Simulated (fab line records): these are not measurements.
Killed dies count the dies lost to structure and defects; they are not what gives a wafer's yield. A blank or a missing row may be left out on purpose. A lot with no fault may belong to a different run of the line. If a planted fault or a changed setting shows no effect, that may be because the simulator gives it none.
fab line records	flow n5_finfet
[record] lots = 7	wafers = 21	last_day = 19
route steps=1938 shown HKMG_FIN@437 PASSIVATION@1936
lots untouched by any fault: they come from a run of this same line in which no faults occurred
start_h: the number of hours between the record's first day and the start of the first shown wafer of the lot	wait_h: hours elapsed since this lot's preceding step	" the same as in the row above	L1.1+2: several wafers, shown together as one row	- no value, or no start given	* or withheld: withheld	< > ~ a bound
route shown NAME@n: names a module that has steps shown in the file, with the first one's number in the route	usual: average and standard deviation across the fault-free wafers	same: alike in all rows	chamber/n: place in a boat	sites: each site's reading	_std_site: standard deviation across them	_edge_site: inner sites' mean taken away from outer sites' mean	radius_mm: for every site, how far away it sits from the centre of the wafer	mask NAME#n: copy n	behind: tool/chamber where the wafer was last shaped	hold: why the lot was held/for how many hours/how that ended	device: the transistor (n, p or np) that didn't switch	end of line: tests of these same wafers at the route's end	step lacking rows: just its recipe	killed: not the wafer's yield, but the dies lost to structure and defects at the first sort	map: dies across one wafer; x = killed, . = not, _ = none there
set.NAME: the setting that was run; set.NAME@STEP: the one run at that earlier step	model.NAME: the simulator's own value behind a step, which no gauge read
lots at selected steps of the route; one table per step, one row per wafer
services: when a tool's chamber went out of use (start_h, in hours from the record's first day, below 0 if earlier), for how many hours, and the reason
[[steps]]
[step N5_HKMG_FIN_STRIP_34]
[recipe] chemistry = CF4	resist = SiARC	power_w = 300	bias_power_w = 75	pressure_mtorr = 50	cf4_flow_sccm = 150	rf_frequency_hz = 6e+07
[usual] drypump_motor_current_A = 5.4/0.36	oes_product_au = 0.75/0.057	rf_vpp_V = 271.1/1.4	showerhead_plenum_p_Torr = 1.80/0.051	throttle_valve_pct = 13.75/0.19
lot.wafer	tool	chamber	start_h	wait_h	drypump_motor_current_A	oes_product_au	rf_hours_counter_h	rf_vpp_V	showerhead_plenum_p_Torr	throttle_valve_pct
L372.2	rie_diel-02	1	78.81	0.0	5.2	0.78	110	272.0	1.82	13.54
L372.4	"	3	"	"	5.1	0.75	153	272.9	1.86	13.88
L372.6	"	1	"	"	5.2	0.78	-	271.3	1.82	13.54
L373.1	rie_diel-06	0	82.74	0.0	5.2	0.74	167	273.5	1.87	13.92
L373.3	"	3	"	"	5.9	0.77	132	269.0	1.74	13.66
L373.5	"	2	"	"	5.1	0.72	-	272.5	1.85	13.64
L383.1	rie_diel-06	2	141.87	0.0	5.1	0.71	184	273.2	1.84	13.68
L383.3	"	3	"	"	5.9	0.76	150	269.7	1.74	13.71
L383.4	"	0	"	"	5.2	0.72	187	273.0	1.86	13.97
L385.1	rie_diel-01	1	157.78	0.0	5.7	0.91	20	270.2	1.83	13.44
L385.4	"	0	"	"	5.7	0.84	65	271.8	1.80	13.49
L385.5	"	3	"	"	5.7	0.73	-	270.4	1.78	13.81
L386.1	rie_diel-02	0	162.41	0.0	6.1	0.77	148	269.1	1.72	13.52
L386.5	"	3	"	"	5.1	0.74	-	271.9	1.85	13.93
L386.6	"	2	"	"	5.3	0.70	-	268.3	1.72	14.12
L387.2	rie_diel-06	1	170.04	0.0	5.2	0.98	4	270.1	1.77	13.32
L387.3	"	0	"	"	5.2	0.72	199	271.4	1.86	13.99
L387.5	"	2	"	"	5.1	0.70	-	273.4	1.84	13.69
L395.1	rie_diel-06	3	216.15	0.0	5.9	0.73	183	269.4	1.73	13.77
L395.2	"	0	"	"	5.2	0.71	219	272.2	1.85	14.03
L395.6	"	3	"	"	5.9	0.74	-	268.9	1.73	13.76
[step N5_HKMG_FIN_ETCH_35]
[recipe] chemistry = N2/H2	target = SOC	target_depth_a = 2158	ion_energy_ev = 65	bias_w = 5	source_w = 3000	time_s = 243.4	pressure_mtorr = 30	n2_flow_sccm = 200	h2_flow_sccm = 200
[step N5_HKMG_FIN_STRIP_92]
[recipe] chemistry = N2/H2	material = SOC	time_s = 20	power_w = 500	temp_c = 40	pressure_mtorr = 50	rf_frequency_hz = 6e+07	bias_power_w = 8	h2_frac = 0.5	n2_flow_sccm = 300	h2_flow_sccm = 300
[usual] drypump_motor_current_A = 5.4/0.36	oes_product_au = 0.75/0.06	rf_vpp_V = 54.2/0.82	showerhead_plenum_p_Torr = 3.36/0.1	throttle_valve_pct = 19.2/0.31
lot.wafer	tool	chamber	start_h	wait_h	drypump_motor_current_A	oes_product_au	rf_hours_counter_h	rf_vpp_V	showerhead_plenum_p_Torr	throttle_valve_pct
L372.2	rie_diel-02	1	78.98	0.1	5.2	0.79	110	53.6	3.39	18.8
L372.4	"	3	"	"	5.1	0.76	153	56.4	3.51	19.7
L372.6	"	1	"	"	5.2	0.79	-	55.9	3.39	18.8
L373.1	rie_diel-06	0	82.91	0.1	5.2	0.74	167	52.9	3.47	18.9
L373.3	"	3	"	"	5.9	0.79	132	53.3	3.25	19.5
L373.5	"	2	"	"	5.2	0.73	-	53.9	3.48	18.9
L383.1	rie_diel-06	2	142.04	0.1	5.1	0.71	184	53.0	3.47	18.9
L383.3	"	3	"	"	5.9	0.76	150	54.8	3.24	19.5
L383.4	"	0	"	"	5.2	0.72	187	54.3	3.46	19.0
L385.1	rie_diel-01	1	157.95	0.1	5.8	0.92	20	55.5	3.41	18.5
L385.4	"	0	"	"	5.7	0.83	65	54.6	3.41	18.9
L385.5	"	3	"	"	5.7	0.75	-	54.2	3.34	19.1
L386.1	rie_diel-02	0	162.58	0.1	6.2	0.77	148	53.4	3.22	19.0
L386.5	"	3	"	"	5.1	0.74	-	54.9	3.50	19.7
L386.6	"	2	"	"	5.3	0.71	-	53.2	3.18	19.5
L387.2	rie_diel-06	1	170.21	0.1	5.2	0.98	4	54.2	3.30	18.8
L387.3	"	0	"	"	5.2	0.70	199	55.4	3.46	19.0
L387.5	"	2	"	"	5.1	0.71	-	55.0	3.46	18.9
L395.1	rie_diel-06	3	216.32	0.1	5.9	0.74	183	54.0	3.23	19.5
L395.2	"	0	"	"	5.2	0.70	220	55.0	3.45	19.0
L395.6	"	3	"	"	5.9	0.75	-	53.7	3.23	19.5
[step N5_HKMG_FIN_WET_ETCH_18]
[recipe] chemistry = SC1	target = TiN	mix = 1:1:5	temp_c = *	time_s = 55	target_depth_nm = 5.2	dry = ipa_marangoni	rinse_time_s = 30	rinse_temp_c = 23
[step N5_HKMG_FIN_STRIP_19]
[recipe] chemistry = N2/H2	power_w = 2500	temp_c = 300	h2_frac = 0.65	time_s = 360	pressure_mtorr = withheld	n2_flow_sccm = 1750	h2_flow_sccm = 3250
[usual] drypump_motor_current_A = 5.23/0.24	heater_power_w = 486/55
lot.wafer	tool	chamber	start_h	wait_h	drypump_motor_current_A	heater_power_w	rf_hours_counter_h
L372.2	plasma_asher-01	0	79.13	0.0	4.78	466	37
L372.4	"	0	"	"	4.81	472	-
L372.6	"	1	"	"	5.47	392	-
L373.1	plasma_asher-02	1	83.05	0.0	5.19	508	91
L373.3	"	0	"	"	5.40	550	-
L373.5	"	0	"	"	5.39	557	-
L383.1	plasma_asher-01	0	142.18	0.0	4.80	465	49
L383.3	"	0	"	"	4.81	479	-
L383.4	"	1	"	"	5.47	395	-
L385.1	plasma_asher-01	0	158.09	0.0	4.82	473	52
L385.4	"	1	"	"	5.47	399	-
L385.5	"	0	"	"	4.82	475	-
L386.1	plasma_asher-01	1	162.72	0.0	5.46	408	54
L386.5	"	0	"	"	4.85	477	-
L386.6	"	1	"	"	5.47	384	-
L387.2	plasma_asher-02	1	170.36	0.0	5.17	488	108
L387.3	"	0	"	"	5.38	549	-
L387.5	"	0	"	"	5.38	547	-
L395.1	plasma_asher-01	0	216.46	0.0	4.79	462	64
L395.2	"	1	"	"	5.45	393	64
L395.6	"	1	"	"	5.47	399	-
[step N5_HKMG_FIN_ALD_91]
[recipe] material = TiN	target_thk_a = 10	temp_c = 400	ald_precursor_family = TiCl4	ald_co_reactant = NH3	pulse_time_s = 1	purge_time_s = 3	co_reactant_purge_time_s = 2	co_reactant_pulse_time_s = 2	ald_cycles = 47	pressure_torr = 3
[usual] ald_cycles = 47/0	heater_power_w = 857/93	precursor_pulse_height_rel = 0.999/0.021
lot.wafer	tool	chamber	start_h	wait_h	ald_cycles	heater_power_w	precursor_pulse_height_rel
L372.2	ald_metal-04	2	79.51	0.3	47	1111	0.982
L372.4	"	1	"	"	47	906	1.008
L372.6	"	0	"	"	47	1005	1.011
L373.1	ald_metal-03	3	83.44	0.3	47	844	1.019
L373.3	"	1	"	"	47	853	0.973
L373.5	"	2	"	"	47	828	1.000
L383.1	ald_metal-01	1	142.57	0.3	47	785	1.014
L383.3	"	3	"	"	47	909	0.990
L383.4	"	2	"	"	47	919	0.987
L385.1	ald_metal-01	3	158.48	0.3	47	931	1.008
L385.4	"	2	"	"	47	925	1.011
L385.5	"	3	"	"	47	872	1.025
L386.1	ald_metal-01	0	163.11	0.3	47	731	1.004
L386.5	"	3	"	"	47	919	0.973
L386.6	"	2	"	"	47	919	0.977
L387.2	ald_metal-01	1	170.74	0.3	47	763	1.007
L387.3	"	2	"	"	47	956	1.013
L387.5	"	0	"	"	47	768	0.975
L395.1	ald_metal-01	0	216.85	0.3	47	740	1.031
L395.2	"	1	"	"	47	761	0.976
L395.6	"	0	"	"	47	736	1.001
[step N5_HKMG_FIN_COAT_85]
[recipe] resist = SOC	temp_c = 250	time_s = 60	spin_rpm = 1500	resist_thk_nm = 300
[step N5_HKMG_FIN_ETCH_86]
[recipe] chemistry = N2/H2	target = SOC	target_depth_a = 3932	stop_on = TiN	ion_energy_ev = 100	bias_w = 61	pressure_mtorr = 30	source_w = 850	n2_flow_sccm = 200	h2_flow_sccm = 200
[step N5_HKMG_FIN_STRIP_89]
[recipe] chemistry = N2/H2	material = SOC	time_s = 20	power_w = 500	temp_c = 40	pressure_mtorr = 50	rf_frequency_hz = 6e+07	bias_power_w = 8	h2_frac = 0.5	n2_flow_sccm = 300	h2_flow_sccm = 300
[usual] drypump_motor_current_A = 5.5/0.33	oes_product_au = 0.78/0.071	rf_vpp_V = 54.1/0.93	showerhead_plenum_p_Torr = 3.36/0.093	throttle_valve_pct = 19.1/0.33
lot.wafer	tool	chamber	start_h	wait_h	drypump_motor_current_A	oes_product_au	rf_hours_counter_h	rf_vpp_V	showerhead_plenum_p_Torr	throttle_valve_pct
L372.2	rie_diel-06	2	79.91	0.0	5.1	0.73	164	52.8	3.48	18.9
L372.4	"	1	"	"	5.2	0.71	228	53.1	3.31	19.1
L372.6	"	3	"	"	5.9	0.79	-	52.9	3.25	19.5
L373.1	rie_diel-01	2	83.94	0.0	5.7	0.85	68	53.5	3.40	19.5
L373.3	"	0	"	"	5.7	0.88	39	55.4	3.42	18.9
L373.5	"	2	"	"	5.7	0.84	-	54.6	3.40	19.5
L383.1	rie_diel-06	2	143.02	0.0	5.1	0.71	185	55.2	3.47	18.9
L383.3	"	0	"	"	5.2	0.71	188	54.3	3.46	19.0
L383.4	"	1	"	"	5.2	0.68	250	54.7	3.30	19.1
L385.1	rie_diel-06	2	158.88	0.0	5.1	0.71	192	54.9	3.46	18.9
L385.4	"	3	"	"	5.9	0.76	158	52.3	3.24	19.5
L385.5	"	3	"	"	5.9	0.76	-	52.6	3.24	19.5
L386.1	rie_diel-01	3	163.55	0.0	5.7	0.75	182	54.2	3.33	19.1
L386.5	"	3	"	"	5.7	0.75	-	53.4	3.33	19.1
L386.6	"	0	"	"	5.8	0.83	-	54.9	3.40	19.0
L387.2	rie_diel-02	3	171.14	0.0	5.1	0.73	179	54.0	3.50	19.7
L387.3	"	1	"	"	5.2	0.77	141	53.0	3.37	18.9
L387.5	"	2	"	"	5.3	0.71	-	53.3	3.18	19.6
L395.1	rie_diel-01	1	217.29	0.0	5.8	0.88	40	54.4	3.40	18.5
L395.2	"	2	"	"	5.7	0.79	111	53.8	3.38	19.5
L395.6	"	0	"	"	5.8	0.80	-	54.3	3.40	19.0
[step N5_HKMG_FIN_WET_ETCH_87]
[recipe] chemistry = SC1	target = TiN	mix = 1:2:40	temp_c = 50	time_s = 154.2	target_depth_nm = 4.7	dry = ipa_marangoni	rinse_time_s = 30	rinse_temp_c = 23
[step N5_HKMG_FIN_STRIP_88]
[recipe] chemistry = N2/H2	power_w = 2500	temp_c = 300	h2_frac = 0.65	time_s = 360	pressure_mtorr = withheld	n2_flow_sccm = 1750	h2_flow_sccm = 3250
[step N5_HKMG_FIN_NWFM_ALD_20]
[recipe] material = TiAlC	target_thk_a = 20	temp_c = 300	ald_precursor_family = TiCl4	ald_co_reactant = TEA	pulse_time_s = 3	purge_time_s = 2	co_reactant_purge_time_s = 2	co_reactant_pulse_time_s = 10	ald_cycles = 7	pressure_torr = 3
[step N5_HKMG_FIN_ALD_71]
[recipe] material = TiN	target_thk_a = 10	temp_c = 400	ald_precursor_family = TiCl4	ald_co_reactant = NH3	pulse_time_s = 1	purge_time_s = 3	co_reactant_purge_time_s = 2	co_reactant_pulse_time_s = 2	ald_cycles = 47	pressure_torr = 3
[usual] ald_cycles = 47/0	heater_power_w = 874/92	precursor_pulse_height_rel = 0.999/0.019
lot.wafer	tool	chamber	start_h	wait_h	ald_cycles	heater_power_w	precursor_pulse_height_rel	model.TiN_of_HKMG_FIN_ALD_71.thk_nm
L372.2	ald_metal-03	0	80.58	0.0	47	786	0.994	1
L372.4	"	1	"	"	47	905	0.974	1
L372.6	"	3	"	"	47	837	1.010	1
L373.1	ald_metal-01	0	84.61	0.0	47	749	1.005	1
L373.3	"	3	"	"	47	891	0.980	1
L373.5	"	1	"	"	47	772	1.035	1
L383.1	ald_metal-03	2	143.69	0.0	19	824	0.994	0.4
L383.3	"	3	"	"	19	832	1.001	0.4
L383.4	"	1	"	"	47	900	1.023	1
L385.1	ald_metal-03	1	159.55	0.0	19	882	1.006	0.4
L385.4	"	3	"	"	47	867	0.982	1
L385.5	"	2	"	"	47	817	1.018	1
L386.1	ald_metal-03	0	164.23	0.0	19	776	1.004	0.4
L386.5	"	1	"	"	47	873	1.006	1
L386.6	"	2	"	"	47	829	0.981	1
L387.2	ald_metal-04	3	171.81	0.0	47	854	1.016	1
L387.3	"	0	"	"	47	1017	1.007	1
L387.5	"	2	"	"	47	1117	0.977	1
L395.1	ald_metal-01	2	217.96	0.0	47	951	0.997	1
L395.2	"	1	"	"	47	768	0.966	1
L395.6	"	2	"	"	47	948	1.002	1
[step N5_HKMG_FIN_COAT_66]
[recipe] resist = SOC	temp_c = 250	time_s = 60	spin_rpm = 1500	resist_thk_nm = 300
[step N5_PASSIVATION_PROBE_49]
[usual] killed_at_M0_to_M3 = 35/12	killed_at_M4_up = 13/5.8	killed_at_contacts = 12/5.5	killed_at_front_end = 36/9.9	killed_at_other = 4/3.7	killed_dies = 101/18	killed_open = 66/13	killed_short = 33/8
[same] gross_dies = 1180	killed_at_back_side = 0
lot.wafer	tool	chamber	start_h	wait_h	killed_at_M0_to_M3	killed_at_M4_up	killed_at_contacts	killed_at_front_end	killed_at_other	killed_dies	killed_open	killed_short
L383.1	prober-02	-	365.02	0.0	18	10	13	40	4	85	52	31
// killed by level:class
L383.1 MOL_CONTACT_COAG:geometric_particle:open=10 BEOL_M0_SAQP:geometric_particle:open=8 BEOL_M0_SAQP:geometric_particle:short=8 FIN_SAQP:geometric_particle:open=7 FIN_SAQP:geometric_particle:short=6 GATE_CUT:geometric_particle:open=6 GATE_CUT:geometric_particle:short=4 STARTING-WAFER:geometric_particle:short=4
[[services]]
tool	chamber	start_h	hours	kind
rie_diel-01	1	72.25	-	clean
rie_diel-01	1	72.25	-	consumable_replace:esc
rie_diel-01	1	72.25	-	consumable_replace:focus_ring
rie_diel-01	1	72.25	27.6	scheduled_down
rie_diel-01	1	72.25	27.6	vent_cycle
ald_metal-04	-	74.98	1.2	pm
rie_diel-01	2	84.59	4.7	repair
rie_diel-02	0	92.12	4.1	repair
rie_diel-06	3	93.50	2.2	repair
ald_metal-01	1	102.83	12.1	repair
rie_diel-06	1	144.17	-	clean
rie_diel-06	1	144.17	-	consumable_replace:focus_ring
rie_diel-06	1	144.17	14.5	scheduled_down
rie_diel-06	1	144.17	14.5	vent_cycle
plasma_asher-02	-	158.03	2.8	pm
rie_diel-02	2	173.19	5.9	repair
rie_diel-06	1	176.21	35.1	repair
rie_diel-02	-	182.74	0.5	repair
ald_metal-04	-	185.82	0.5	repair
rie_diel-02	2	192.53	6.0	repair
[[key]]
[first_sign] step = N5_HKMG_FIN_ALD_71	reading = ald_cycles	direction = down	sigmas = 99+	usual = *	struck = *
effect none on later readings
[model_effect] step = N5_HKMG_FIN_ALD_71	value = TiN_of_HKMG_FIN_ALD_71.thk_nm	without = 1	struck = 0.4
met_at N5_HKMG_FIN_ALD_71
struck_wafers L383.1,L383.3,L385.1,L386.1
tester_left_out L383,L385,L386
onset_between 80.58 143.69
[fault] kind = process_parameter_drift	tool = ald_metal-03	chamber = -	onset_h = 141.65	steps = N5_HKMG_FIN_ALD_71	channel = ald_cycles	offset = *	shape = step	end_h = 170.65	scope = struck_wafers_only	acts_in = *	stated = *
// tester_left_out: of these lots the tester's yield and bins aren't shown, on N5 and GAA mostly nor the transistor test; their killed dies are dies lost to structure and defects alone, not to doping, threshold or leakage, so they don't give the yield
